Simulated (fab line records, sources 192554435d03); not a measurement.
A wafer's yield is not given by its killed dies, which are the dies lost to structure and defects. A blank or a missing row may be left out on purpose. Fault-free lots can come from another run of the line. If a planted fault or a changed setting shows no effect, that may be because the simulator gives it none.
fab line records	flow n5Finfet
[record] lots = 24	wafers = 72	lastDay = 17
route steps=1938 shown BEOL_M3@994 BEOL_M4@1039
lots that met no fault: taken from a fault-free run of the same line
startH: hours from the record's first day to the start of the lot's first wafer shown	waitH: time in hours since the lot's previous step	" identical to the entry in the row above	L1.1+2: one row covering several wafers at once	- no value, or no start given	* or withheld: withheld	< > ~ a bound
route shown NAME@n: names a module that has steps shown in the file, with the first one's number in the route	usual: mean/standard deviation taken from wafers without a fault	same: alike in all rows	chamber/n: place in a boat	sites: per-site readings	_std_site: standard deviation across them	_edge_site: inner sites' mean taken away from outer sites' mean	radiusMm: for every site, how far away it sits from the centre of the wafer	mask NAME#n: copy n	behind: the tool/chamber that last shaped the wafer	hold: why the lot was held/for how many hours/how that ended	device: transistor that didn't switch, given as n, p or np	end of line: the same wafers' tests at the end of the route	step lacking rows: just its recipe	killed: the dies lost at the first sort to structure and to defects; this is not the yield of the wafer	map: the dies of a wafer, with x for killed, . for not killed, _ for no die there
set.NAME: the setting the step ran with; set.NAME@STEP: the setting that earlier step ran with	model.NAME: the simulator's own value behind a step, which no gauge read
one table for each step of the route and one row for each wafer, over a sample of lots
services: when a tool's chamber went out of use (startH, in hours from the record's first day, below 0 if earlier), for how many hours, and the reason
[[steps]]
[step N5_BEOL_M3_SPUTTER_48]
[recipe] material = Cu	targetThkA = 45	tempC = -20	chamberPressurePa = 0.07	powerW = withheld	timeS = 8.29
[usual] throttleValvePct = 29.7/1.3
[same] timeS = 8.29
lot.wafer	tool	chamber	startH	waitH	throttleValvePct
L074.4	pvdSputter-01	-	146.03	0.1	29.3
L074.5	"	-	"	"	30.4
L074.6	"	-	"	"	28.2
L075.2	pvdSputter-01	-	158.74	0.1	27.4
L075.3	"	-	"	"	29.4
L075.4	"	-	"	"	28.2
L076.1	pvdSputter-03	-	162.51	0.2	29.4
L076.3	"	-	"	"	31.1
L076.4	"	-	"	"	31.4
L077.2	pvdSputter-03	-	164.43	0.1	31.6
L077.4	"	-	"	"	31.8
L077.5	"	-	"	"	31.4
L078.1	pvdSputter-02	-	176.99	0.1	29.6
L078.2	"	-	"	"	29.7
L078.4	"	-	"	"	28.6
L079.2	pvdSputter-02	-	179.49	0.1	30.2
L079.3	"	-	"	"	29.9
L079.5	"	-	"	"	29.8
L080.1	pvdSputter-02	-	189.40	0.1	29.9
L080.5	"	-	"	"	29.1
L080.6	"	-	"	"	30.1
L081.2	pvdSputter-01	-	189.78	0.1	27.5
L081.3	"	-	"	"	30.2
L081.5	"	-	"	"	30.3
L082.1	pvdSputter-01	-	202.41	0.2	27.4
L082.4	"	-	"	"	30.3
L082.6	"	-	"	"	28.3
L083.1	pvdSputter-01	-	207.08	0.1	28.1
L083.2	"	-	"	"	27.6
L083.5	"	-	"	"	30.4
L084.1	pvdSputter-01	-	209.00	1.2	27.8
L084.2	"	-	"	"	29.4
L084.4	"	-	"	"	28.2
L085.2	pvdSputter-03	-	215.41	0.1	29.4
L085.5	"	-	"	"	31.1
L085.6	"	-	"	"	31.8
L086.1	pvdSputter-01	-	222.95	0.3	27.2
L086.3	"	-	"	"	28.2
L086.4	"	-	"	"	30.3
L087.3	pvdSputter-01	-	236.76	0.2	30.5
L087.4	"	-	"	"	28.2
L087.6	"	-	"	"	30.2
L088.3	pvdSputter-03	-	237.94	0.3	31.9
L088.5	"	-	"	"	31.1
L088.6	"	-	"	"	31.9
L089.4	pvdSputter-03	-	243.96	0.0	31.2
L089.5	"	-	"	"	31.2
L089.6	"	-	"	"	31.6
L090.3	pvdSputter-03	-	248.96	0.1	29.2
L090.5	"	-	"	"	31.9
L090.6	"	-	"	"	31.1
L091.1	pvdSputter-03	-	256.00	0.3	29.0
L091.4	"	-	"	"	29.5
L091.5	"	-	"	"	29.3
L092.1	pvdSputter-01	-	261.49	0.1	27.5
L092.3	"	-	"	"	28.3
L092.6	"	-	"	"	27.4
L093.2	pvdSputter-03	-	266.38	0.1	32.0
L093.4	"	-	"	"	30.9
L093.6	"	-	"	"	29.2
L094.1	pvdSputter-03	-	268.44	0.1	29.2
L094.2	"	-	"	"	31.8
L094.6	"	-	"	"	30.8
L095.1	pvdSputter-02	-	274.06	0.1	28.9
L095.5	"	-	"	"	29.6
L095.6	"	-	"	"	30.0
L096.1	pvdSputter-03	-	277.31	0.1	30.9
L096.2	"	-	"	"	29.3
L096.6	"	-	"	"	29.3
L097.1	pvdSputter-02	-	302.73	0.2	29.2
L097.3	"	-	"	"	28.6
L097.5	"	-	"	"	30.4
[step N5_BEOL_M4_ETCH_63]
[recipe] chemistry = CF4	target = SiARC	targetDepthA = 156	maskMaterial = CAR-EUV	timeS = 26	ionEnergyEv = 80	pressureMtorr = 40	sourceW = 545	biasW = 36	Ar_flow_sccm = 100	cf4FlowSccm = 100	ends = cleared
[usual] chamberPressureMTorr = 39.99/0.032	drypumpMotorCurrentA = 5.6/0.55	etchRfOnTimeS = 25.9/0.4	oesProductAu = 0.71/0.049	rfVppV = 184.3/1.3	showerheadPlenumPTorr = 2.16/0.082	throttleValvePct = 15.56/0.15
lot.wafer	tool	chamber	startH	waitH	chamberPressureMTorr	drypumpMotorCurrentA	etchRfOnTimeS	oesProductAu	rfHoursCounterH	rfVppV	showerheadPlenumPTorr	throttleValvePct
L074.4	rieDiel-01	3	151.64	0.0	40.00	5.7	26.1	0.76	27	183.2	2.09	15.51
L074.5	"	2	"	"	40.04	6.4	25.5	0.60	-	184.6	2.11	15.87
L074.6	"	3	"	"	40.05	5.8	26.1	0.75	-	183.2	2.09	15.53
L075.2	rieDiel-06	0	163.59	0.0	39.96	5.3	26.0	0.78	15	185.6	2.27	15.45
L075.3	"	1	"	"	40.05	6.7	26.5	0.68	103	183.0	2.07	15.63
L075.4	"	2	"	"	39.97	5.4	26.0	0.77	29	185.0	2.26	15.56
L076.1	rieDiel-06	0	167.24	0.0	40.06	5.3	25.9	0.77	16	182.7	2.27	15.46
L076.3	"	3	"	"	39.99	5.1	25.4	0.74	49	186.8	2.25	15.46
L076.4	"	2	"	"	39.91	5.4	25.7	0.76	30	185.0	2.26	15.55
L077.2	rieDiel-06	2	168.90	0.0	40.00	5.4	25.8	0.76	31	186.6	2.26	15.55
L077.4	"	0	"	"	40.03	5.3	26.0	0.77	16	184.0	2.27	15.45
L077.5	"	2	"	"	40.03	5.5	25.8	0.77	-	185.2	2.26	15.56
L078.1	rieDiel-02	1	180.97	0.0	40.03	5.6	24.9	0.73	64	183.8	2.17	15.37
L078.2	"	0	"	"	40.04	5.8	25.6	0.74	42	186.2	2.18	15.29
L078.4	"	3	"	"	39.99	4.7	26.1	0.70	74	183.9	2.08	15.70
L079.2	rieDiel-01	2	184.45	0.0	40.00	6.4	25.9	0.82	2	184.8	2.10	15.38
L079.3	"	3	"	"	40.03	5.7	26.4	0.71	43	182.6	2.08	15.55
L079.5	"	2	"	"	39.98	6.4	25.7	0.82	-	182.8	2.10	15.39
L080.1	rieDiel-06	3	193.66	0.0	40.01	5.1	25.6	0.73	58	185.8	2.24	15.46
L080.5	"	2	"	"	39.95	5.4	25.3	0.76	-	186.6	2.26	15.56
L080.6	"	1	"	"	39.95	6.7	26.3	0.68	-	182.6	2.06	15.66
L081.2	rieDiel-06	0	194.54	0.0	39.98	5.3	25.8	0.76	25	183.3	2.26	15.47
L081.3	"	1	"	"	39.96	6.6	26.3	0.68	114	184.4	2.06	15.66
L081.5	"	1	"	"	39.96	6.7	26.5	0.67	-	182.9	2.06	15.65
L082.1	rieDiel-02	2	206.31	0.0	40.01	5.7	25.9	0.69	91	186.2	2.24	15.41
L082.4	"	0	"	"	39.97	5.8	25.7	0.72	52	184.4	2.18	15.33
L082.6	"	1	"	"	40.02	5.6	25.5	0.71	-	183.3	2.17	15.39
L083.1	rieDiel-02	3	212.05	0.0	40.00	4.7	26.4	0.69	86	182.6	2.07	15.72
L083.2	"	1	"	"	39.95	5.6	25.5	0.71	75	183.7	2.17	15.42
L083.5	"	3	"	"	39.97	4.8	26.1	0.70	-	181.8	2.07	15.72
L084.1	rieDiel-01	1	213.16	0.0	40.00	5.3	26.9	0.57	231	183.1	2.12	15.85
L084.2	"	0	"	"	40.05	6.1	25.8	0.61	242	182.6	2.04	15.94
L084.4	"	3	"	"	40.00	5.7	26.9	0.71	53	184.5	2.08	15.57
L085.2	rieDiel-06	2	219.69	0.0	40.01	5.5	25.8	0.74	48	185.2	2.25	15.60
L085.5	"	1	"	"	39.99	6.7	26.3	0.67	-	182.6	2.06	15.66
L085.6	"	0	"	"	39.98	5.3	26.2	0.74	-	184.7	2.26	15.47
L086.1	rieDiel-06	3	227.16	0.0	40.02	5.2	25.8	0.72	68	186.1	2.24	15.49
L086.3	"	1	"	"	39.99	6.7	26.7	0.66	126	183.8	2.06	15.68
L086.4	"	0	"	"	40.06	5.3	26.0	0.74	36	186.3	2.26	15.49
L087.3	rieDiel-06	1	242.12	0.0	39.96	6.7	26.6	0.66	129	183.1	2.06	15.69
L087.4	"	0	"	"	40.03	5.3	26.3	0.74	40	185.9	2.26	15.50
L087.6	"	3	"	"	39.98	5.1	25.9	0.71	-	184.4	2.24	15.51
L088.3	rieDiel-02	1	242.43	0.0	40.01	5.6	25.6	0.70	85	183.2	2.17	15.44
L088.5	"	2	"	"	39.96	5.7	25.9	0.67	-	185.9	2.23	15.45
L088.6	"	1	"	"	39.97	5.6	25.6	0.70	-	185.7	2.17	15.43
L089.4	rieDiel-02	2	248.62	0.0	40.04	5.7	25.9	0.67	106	184.7	2.23	15.45
L089.5	"	2	"	"	40.03	5.7	25.8	0.67	-	185.8	2.23	15.43
L089.6	"	3	"	"	40.07	4.7	26.1	0.68	-	183.4	2.07	15.75
L090.3	rieDiel-01	1	252.58	0.0	40.02	5.3	26.5	0.57	247	183.9	2.12	15.87
L090.5	"	3	"	"	39.90	5.7	26.4	0.70	-	182.4	2.07	15.62
L090.6	"	1	"	"	40.00	5.3	26.7	0.57	-	183.5	2.12	15.86
L091.1	rieDiel-06	3	260.74	0.0	39.98	5.1	25.2	0.71	78	185.6	2.24	15.51
L091.4	"	2	"	"	39.96	5.4	25.2	0.74	62	185.8	2.25	15.61
L091.5	"	3	"	"	40.05	5.2	25.5	0.71	-	185.6	2.24	15.53
L092.1	rieDiel-02	3	266.51	0.0	39.98	4.7	25.9	0.68	106	182.7	2.07	15.76
L092.3	"	2	"	"	39.99	5.7	25.7	0.67	111	184.8	2.23	15.44
L092.6	"	3	"	"	39.98	4.7	25.9	0.67	-	182.6	2.07	15.77
L093.2	rieDiel-02	0	270.71	0.0	39.94	5.8	25.3	0.70	77	184.2	2.17	15.37
L093.4	"	3	"	"	39.99	4.8	25.9	0.68	-	183.7	2.07	15.78
L093.6	"	0	"	"	39.98	5.8	25.6	0.70	-	184.3	2.17	15.37
L094.1	rieDiel-06	2	273.57	0.0	39.99	5.4	25.6	0.72	67	186.4	2.25	15.62
L094.2	"	0	"	"	39.96	5.3	26.1	0.72	50	185.2	2.25	15.51
L094.6	"	0	"	"	40.00	5.3	26.0	0.72	-	185.6	2.25	15.52
L095.1	rieDiel-06	2	280.30	0.0	40.01	5.4	25.3	0.72	70	185.0	2.25	15.64
L095.5	"	3	"	"	39.95	5.2	25.7	0.70	-	186.9	2.23	15.53
L095.6	"	2	"	"	40.03	5.4	25.3	0.72	-	186.3	2.24	15.62
L096.1	rieDiel-02	1	281.09	0.0	40.02	5.6	25.8	0.70	92	183.9	2.16	15.45
L096.2	"	3	"	"	40.00	4.7	26.3	0.67	114	183.9	2.06	15.77
L096.6	"	3	"	"	39.97	4.7	26.2	0.67	-	182.7	2.06	15.79
L097.1	rieDiel-01	2	308.37	0.0	39.96	6.4	25.7	0.73	48	183.5	2.09	15.47
L097.3	"	3	"	"	39.96	5.7	26.7	0.67	89	182.4	2.07	15.64
L097.5	"	1	"	"	39.99	5.3	25.9	0.83	-	184.2	2.11	15.44
[step N5_BEOL_M4_CD_MEAS_18]
[recipe] pitchNm = 36	targetCdNm = 18
[usual] cdNm = 18.21/0.27
lot.wafer	tool	chamber	startH	waitH	cdNm
L074.4	cdSem-03	-	152.08	0.0	18.46
L074.5	"	-	"	"	18.01
L074.6	"	-	"	"	18.30
L075.2	cdSem-02	-	164.01	0.1	18.23
L075.3	"	-	"	"	18.16
L075.4	"	-	"	"	17.92
L076.1	cdSem-01	-	167.77	0.0	17.65
L076.3	"	-	"	"	18.62
L076.4	"	-	"	"	18.19
L077.2	cdSem-01	-	169.46	0.1	18.33
L077.4	"	-	"	"	18.23
L077.5	"	-	"	"	18.10
L078.1	cdSem-02	-	181.37	0.0	18.13
L078.2	"	-	"	"	18.29
L078.4	"	-	"	"	17.90
L079.2	cdSem-02	-	184.83	0.1	18.30
L079.3	"	-	"	"	18.08
L079.5	"	-	"	"	17.99
L080.1	cdSem-01	-	194.40	0.0	17.97
L080.5	"	-	"	"	18.22
L080.6	"	-	"	"	18.05
L081.2	cdSem-03	-	195.03	0.1	18.26
L081.3	"	-	"	"	18.41
L081.5	"	-	"	"	18.31
L082.1	cdSem-01	-	206.70	0.0	18.71
L082.4	"	-	"	"	18.08
L082.6	"	-	"	"	17.71
L083.1	cdSem-03	-	212.50	0.0	18.12
L083.2	"	-	"	"	18.03
L083.5	"	-	"	"	18.13
L084.1	cdSem-01	-	213.55	0.0	18.48
L084.2	"	-	"	"	18.24
L084.4	"	-	"	"	17.80
L085.2	cdSem-01	-	220.14	0.1	18.07
L085.5	"	-	"	"	18.49
L085.6	"	-	"	"	18.44
L086.1	cdSem-02	-	227.64	0.0	18.45
L086.3	"	-	"	"	18.06
L086.4	"	-	"	"	18.04
L087.3	cdSem-01	-	242.53	0.1	18.19
L087.4	"	-	"	"	18.14
L087.6	"	-	"	"	18.36
L088.3	cdSem-03	-	242.81	0.1	18.00
L088.5	"	-	"	"	18.47
L088.6	"	-	"	"	18.06
L089.4	cdSem-01	-	249.01	0.1	18.76
L089.5	"	-	"	"	18.16
L089.6	"	-	"	"	18.45
L090.3	cdSem-01	-	252.96	0.1	17.84
L090.5	"	-	"	"	18.15
L090.6	"	-	"	"	17.97
L091.1	cdSem-03	-	261.34	0.0	18.19
L091.4	"	-	"	"	17.80
L091.5	"	-	"	"	17.69
L092.1	cdSem-01	-	266.91	0.0	18.01
L092.3	"	-	"	"	18.59
L092.6	"	-	"	"	18.47
L093.2	cdSem-01	-	271.28	0.1	18.50
L093.4	"	-	"	"	18.33
L093.6	"	-	"	"	18.34
L094.1	cdSem-02	-	274.21	0.1	18.02
L094.2	"	-	"	"	18.17
L094.6	"	-	"	"	18.36
L095.1	cdSem-03	-	280.69	0.0	17.95
L095.5	"	-	"	"	17.95
L095.6	"	-	"	"	17.67
L096.1	cdSem-02	-	281.47	0.0	18.51
L096.2	"	-	"	"	18.09
L096.6	"	-	"	"	18.44
L097.1	cdSem-02	-	309.05	0.0	17.98
L097.3	"	-	"	"	18.33
L097.5	"	-	"	"	18.07
[step N5_BEOL_M4_OVL_MEAS_29]
[recipe] pointsPerWafer = 522
[usual] V3_OVL = -0.1/0.62
lot.wafer	tool	chamber	startH	waitH	V3_OVL[nm]
L074.4	overlay-02	0	152.44	0.0	0.6
L074.5	"	0	"	"	0.7
L074.6	"	0	"	"	0.4
L075.2	overlay-02	0	164.37	0.0	-0.8
L075.3	"	0	"	"	-0.1
L075.4	"	0	"	"	-0.2
L076.1	overlay-01	0	168.12	0.0	-1.6
L076.3	"	0	"	"	-1.2
L076.4	"	0	"	"	0.9
L077.2	overlay-02	0	169.94	0.0	-0.5
L077.4	"	0	"	"	-1.0
L077.5	"	0	"	"	0.0
L078.1	overlay-02	0	181.88	0.0	-0.4
L078.2	"	0	"	"	-1.3
L078.4	"	0	"	"	-0.8
L079.2	overlay-01	0	185.31	0.0	-0.3
L079.3	"	0	"	"	0.2
L079.5	"	0	"	"	0.5
L080.1	overlay-02	0	194.75	0.0	0.3
L080.5	"	0	"	"	0.4
L080.6	"	0	"	"	0.0
L081.2	overlay-02	0	195.38	0.0	0.0
L081.3	"	0	"	"	-0.1
L081.5	"	0	"	"	-0.1
L082.1	overlay-01	0	207.05	0.0	-0.2
L082.4	"	0	"	"	0.3
L082.6	"	0	"	"	0.1
L083.1	overlay-02	0	212.98	0.0	0.2
L083.2	"	0	"	"	-0.7
L083.5	"	0	"	"	-0.3
L084.1	overlay-02	0	214.02	0.0	-0.2
L084.2	"	0	"	"	-0.8
L084.4	"	0	"	"	-0.1
L085.2	overlay-01	0	220.49	0.0	0.2
L085.5	"	0	"	"	-0.1
L085.6	"	0	"	"	-0.8
L086.1	overlay-02	0	227.99	0.0	0.8
L086.3	"	0	"	"	-0.1
L086.4	"	0	"	"	0.5
L087.3	overlay-01	0	242.89	0.0	0.8
L087.4	"	0	"	"	-0.2
L087.6	"	0	"	"	0.7
L088.3	overlay-02	0	243.17	0.0	0.9
L088.5	"	0	"	"	0.8
L088.6	"	0	"	"	1.7
L089.4	overlay-01	0	249.50	0.0	-1.7
L089.5	"	0	"	"	0.0
L089.6	"	0	"	"	-0.8
L090.3	overlay-01	0	253.32	0.0	0.5
L090.5	"	0	"	"	0.6
L090.6	"	0	"	"	-1.0
L091.1	overlay-01	0	261.81	0.0	-0.7
L091.4	"	0	"	"	0.1
L091.5	"	0	"	"	-0.6
L092.1	overlay-02	0	267.39	0.0	-1.0
L092.3	"	0	"	"	0.1
L092.6	"	0	"	"	-0.7
L093.2	overlay-01	0	271.63	0.0	-0.2
L093.4	"	0	"	"	-0.2
L093.6	"	0	"	"	0.5
L094.1	overlay-02	0	274.68	0.0	0.5
L094.2	"	0	"	"	0.2
L094.6	"	0	"	"	-0.5
L095.1	overlay-01	0	281.04	0.0	0.1
L095.5	"	0	"	"	0.2
L095.6	"	0	"	"	0.4
L096.1	overlay-02	0	281.82	0.0	0.6
L096.2	"	0	"	"	0.4
L096.6	"	0	"	"	1.0
L097.1	overlay-01	0	309.40	0.0	0.7
L097.3	"	0	"	"	-0.1
L097.5	"	0	"	"	-0.7
[step N5_BEOL_M4_TRENCH_ETCH_37]
[recipe] chemistry = C4F6/O2	targetDepthA = 555.55	target = SiOC	timeS = 29.2	ionEnergyEv = 250	pressureMtorr = 30	sourceW = 355	biasW = 185	Ar_flow_sccm = 300	C4F6_flow_sccm = 10	O2_flow_sccm = 10
[usual] chamberPressureMTorr = 29.996/0.026	drypumpMotorCurrentA = 5.7/0.49	oes_f_703_au = 0.82/0.07	oesProductAu = 0.81/0.074	rfVppV = 663/5.9	showerheadPlenumPTorr = 2.83/0.1	throttleValvePct = 20.81/0.16
[same] timeS = 29.2
lot.wafer	tool	chamber	startH	waitH	chamberPressureMTorr	drypumpMotorCurrentA	oes_f_703_au	oesProductAu	rfHoursCounterH	rfVppV	showerheadPlenumPTorr	throttleValvePct
L074.4	rieDiel-06	2	-	-	30.020	5.4	0.91	0.92	26	671	3.02	20.92
L074.5	"	0	"	"	29.975	5.3	0.91	0.93	-	674	3.02	20.77
L074.6	"	1	"	"	29.957	6.7	0.80	0.81	-	667	2.74	20.81
L075.2	rieDiel-01	3	-	-	30.057	5.7	0.87	0.85	35	668	2.77	20.79
L075.3	"	0	"	"	29.975	6.2	0.74	0.72	224	657	2.71	21.12
L075.4	"	0	"	"	30.015	6.2	0.74	0.72	-	656	2.71	21.11
L076.1	rieDiel-01	3	-	-	30.063	5.7	0.86	0.85	38	667	2.77	20.81
L076.3	"	0	"	"	29.968	6.1	0.74	0.72	226	656	2.71	21.11
L076.4	"	1	"	"	30.044	5.3	0.70	0.70	-	664	2.81	20.94
L077.2	rieDiel-01	0	-	-	29.989	6.1	0.74	0.71	227	657	2.71	21.11
L077.4	"	1	"	"	30.002	5.3	0.70	0.69	-	664	2.81	20.94
L077.5	"	0	"	"	29.964	6.1	0.74	0.72	-	655	2.71	21.12
L078.1	rieDiel-02	1	-	-	29.978	5.6	0.85	0.84	67	663	2.86	20.50
L078.2	"	2	"	"	29.968	5.8	0.83	0.81	86	653	2.98	20.69
L078.4	"	0	"	"	29.984	5.9	0.86	0.86	46	658	2.91	20.60
L079.2	rieDiel-01	0	-	-	29.996	6.1	0.74	0.71	233	656	2.71	21.11
L079.3	"	3	"	"	29.967	5.7	0.85	0.84	45	669	2.77	20.79
L079.5	"	3	"	"	30.013	5.7	0.85	0.83	-	667	2.77	20.80
L080.1	rieDiel-01	0	-	-	29.982	6.1	0.73	0.71	236	656	2.71	21.12
L080.5	"	1	"	"	30.005	5.3	0.70	0.68	-	665	2.81	20.96
L080.6	"	0	"	"	29.994	6.1	0.74	0.70	-	655	2.71	21.13
L081.2	rieDiel-02	1	-	-	29.988	5.6	0.85	0.83	69	661	2.86	20.51
L081.3	"	2	"	"	29.984	5.7	0.83	0.81	88	652	2.98	20.70
L081.5	"	3	"	"	30.022	4.8	0.81	0.81	-	663	2.75	20.91
L082.1	rieDiel-01	2	-	-	29.971	6.4	0.92	0.91	12	659	2.78	20.64
L082.4	"	3	"	"	29.993	5.8	0.83	0.82	54	667	2.76	20.82
L082.6	"	0	"	"	29.993	6.1	0.73	0.70	-	655	2.70	21.14
L083.1	rieDiel-06	3	-	-	30.006	5.2	0.85	0.84	65	680	2.98	20.73
L083.2	"	1	"	"	29.972	6.7	0.78	0.78	121	667	2.73	20.84
L083.5	"	1	"	"	30.014	6.7	0.78	0.78	-	665	2.73	20.84
L084.1	rieDiel-02	0	-	-	29.969	5.8	0.84	0.84	56	659	2.90	20.61
L084.2	"	3	"	"	29.969	4.8	0.80	0.81	87	663	2.74	20.90
L084.4	"	2	"	"	29.957	5.8	0.82	0.79	95	653	2.98	20.68
L085.2	rieDiel-02	0	-	-	29.994	5.8	0.84	0.84	58	658	2.90	20.62
L085.5	"	2	"	"	30.024	5.8	0.82	0.78	-	652	2.98	20.69
L085.6	"	3	"	"	30.004	4.8	0.80	0.81	-	663	2.74	20.91
L086.1	rieDiel-06	0	-	-	29.996	5.3	0.85	0.86	39	673	3.01	20.82
L086.3	"	1	"	"	29.982	6.7	0.76	0.78	129	666	2.72	20.85
L086.4	"	3	"	"	29.997	5.1	0.84	0.84	72	679	2.98	20.77
L087.3	rieDiel-01	3	-	-	29.977	5.7	0.83	0.81	64	668	2.76	20.84
L087.4	"	1	"	"	29.970	5.3	0.68	0.67	-	664	2.80	20.97
L087.6	"	3	"	"	30.004	5.7	0.82	0.81	-	667	2.76	20.84
L088.3	rieDiel-02	0	-	-	30.027	5.8	0.83	0.82	68	657	2.90	20.66
L088.5	"	0	"	"	30.025	5.8	0.83	0.82	-	658	2.90	20.64
L088.6	"	1	"	"	29.982	5.6	0.83	0.81	-	659	2.85	20.51
L089.4	rieDiel-02	0	-	-	29.960	5.8	0.83	0.82	71	659	2.90	20.64
L089.5	"	2	"	"	30.014	5.8	0.81	0.77	-	652	2.97	20.70
L089.6	"	1	"	"	30.036	5.6	0.82	0.81	-	660	2.85	20.54
L090.3	rieDiel-01	3	-	-	29.969	5.7	0.82	0.81	71	666	2.75	20.85
L090.5	"	2	"	"	30.010	6.4	0.87	0.87	-	658	2.78	20.65
L090.6	"	3	"	"	29.996	5.8	0.81	0.80	-	667	2.75	20.86
L091.1	rieDiel-01	2	-	-	30.011	6.3	0.87	0.87	32	659	2.78	20.65
L091.4	"	3	"	"	29.996	5.8	0.81	0.80	-	666	2.75	20.87
L091.5	"	2	"	"	29.943	6.3	0.87	0.87	-	659	2.78	20.66
L092.1	rieDiel-02	3	-	-	29.972	4.7	0.78	0.78	108	663	2.74	20.93
L092.3	"	3	"	"	29.989	4.7	0.78	0.79	-	665	2.74	20.93
L092.6	"	0	"	"	29.993	5.8	0.82	0.81	-	658	2.89	20.64
L093.2	rieDiel-01	3	-	-	29.988	5.7	0.81	0.80	77	667	2.75	20.86
L093.4	"	0	"	"	29.998	6.1	1.00	1.00	-	665	3.04	20.76
L093.6	"	3	"	"	30.021	5.7	0.81	0.80	-	668	2.75	20.85
L094.1	rieDiel-01	3	-	-	29.994	5.7	0.81	0.80	79	666	2.75	20.85
L094.2	"	2	"	"	29.964	6.4	0.86	0.87	37	659	2.77	20.69
L094.6	"	0	"	"	30.013	6.1	0.98	0.97	-	667	3.04	20.78
L095.1	rieDiel-01	3	-	-	30.033	5.7	0.80	0.78	85	667	2.75	20.87
L095.5	"	2	"	"	29.987	6.4	0.85	0.85	-	660	2.77	20.69
L095.6	"	1	"	"	29.986	5.3	1.00	0.99	-	662	2.80	20.69
L096.1	rieDiel-02	1	-	-	29.964	5.6	0.81	0.78	101	661	2.85	20.54
L096.2	"	0	"	"	30.002	5.8	0.80	0.79	92	657	2.89	20.66
L096.6	"	0	"	"	30.002	5.8	0.80	0.78	-	657	2.89	20.66
L097.1	rieDiel-06	2	-	-	30.002	5.4	0.83	0.83	81	670	3.00	21.02
L097.3	"	3	"	"	30.027	5.2	0.81	0.81	96	679	2.97	20.80
L097.5	"	2	"	"	30.013	5.4	0.83	0.83	-	671	3.00	21.01
[step N5_BEOL_M4_OCD_MEAS_38]
[usual] trenchDepthNm = 55.3/0.85
lot.wafer	tool	chamber	startH	waitH	trenchDepthNm
L074.4	ocd-02	-	153.91	-	56.6
L074.5	"	-	"	"	56.6
L074.6	"	-	"	"	55.1
L075.2	ocd-01	-	169.27	-	54.6
L075.3	"	-	"	"	55.3
L075.4	"	-	"	"	55.6
L076.1	ocd-01	-	172.38	-	55.2
L076.3	"	-	"	"	55.7
L076.4	"	-	"	"	55.1
L077.2	ocd-01	-	173.42	-	55.8
L077.4	"	-	"	"	54.2
L077.5	"	-	"	"	55.3
L078.1	ocd-01	-	188.87	-	57.2
L078.2	"	-	"	"	55.5
L078.4	"	-	"	"	55.8
L079.2	ocd-01	-	189.32	-	55.6
L079.3	"	-	"	"	55.0
L079.5	"	-	"	"	54.0
L080.1	ocd-02	-	195.99	-	56.2
L080.5	"	-	"	"	53.2
L080.6	"	-	"	"	55.3
L081.2	ocd-01	-	196.57	-	55.8
L081.3	"	-	"	"	55.4
L081.5	"	-	"	"	54.1
L082.1	ocd-01	-	214.75	-	55.6
L082.4	"	-	"	"	54.3
L082.6	"	-	"	"	55.4
L083.1	ocd-02	-	216.54	-	55.3
L083.2	"	-	"	"	54.7
L083.5	"	-	"	"	54.3
L084.1	ocd-01	-	216.55	-	55.5
L084.2	"	-	"	"	54.7
L084.4	"	-	"	"	55.6
L085.2	ocd-01	-	222.38	-	55.5
L085.5	"	-	"	"	55.6
L085.6	"	-	"	"	55.8
L086.1	ocd-01	-	241.40	-	56.3
L086.3	"	-	"	"	54.7
L086.4	"	-	"	"	56.4
L087.3	ocd-01	-	244.14	-	54.3
L087.4	"	-	"	"	53.7
L087.6	"	-	"	"	54.4
L088.3	ocd-01	-	244.88	-	55.8
L088.5	"	-	"	"	55.2
L088.6	"	-	"	"	55.8
L089.4	ocd-02	-	251.32	-	54.5
L089.5	"	-	"	"	55.0
L089.6	"	-	"	"	56.0
L090.3	ocd-01	-	260.98	-	54.9
L090.5	"	-	"	"	56.1
L090.6	"	-	"	"	54.7
L091.1	ocd-01	-	265.33	-	55.0
L091.4	"	-	"	"	55.0
L091.5	"	-	"	"	55.1
L092.1	ocd-02	-	270.16	-	55.8
L092.3	"	-	"	"	56.0
L092.6	"	-	"	"	55.3
L093.2	ocd-01	-	272.66	-	54.4
L093.4	"	-	"	"	57.8
L093.6	"	-	"	"	55.3
L094.1	ocd-01	-	276.14	-	54.9
L094.2	"	-	"	"	55.9
L094.6	"	-	"	"	57.3
L095.1	ocd-02	-	297.02	-	54.0
L095.5	"	-	"	"	55.3
L095.6	"	-	"	"	55.7
L096.1	ocd-02	-	301.84	-	54.5
L096.2	"	-	"	"	54.7
L096.6	"	-	"	"	54.3
L097.1	ocd-01	-	317.27	-	56.2
L097.3	"	-	"	"	55.9
L097.5	"	-	"	"	57.1
[[services]]
tool	chamber	startH	hours	kind
rieDiel-02	0	145.20	4.2	repair
rieDiel-01	2	155.86	-	clean
rieDiel-01	2	155.86	-	consumableReplace:focusRing
rieDiel-01	2	155.86	24.8	scheduledDown
rieDiel-01	2	155.86	24.8	ventCycle
rieDiel-06	3	219.51	1.4	repair
rieDiel-01	0	239.19	-	clean
rieDiel-01	0	239.19	-	consumableReplace:focusRing
rieDiel-01	0	239.19	-	consumableReplace:showerhead
rieDiel-01	0	239.19	32.1	scheduledDown
rieDiel-01	0	239.19	32.1	ventCycle
rieDiel-02	1	259.35	18.6	repair
rieDiel-01	1	271.35	-	clean
rieDiel-01	1	271.35	-	consumableReplace:focusRing
rieDiel-01	1	271.35	14.4	scheduledDown
rieDiel-01	1	271.35	14.4	ventCycle
[[key]]
fault none
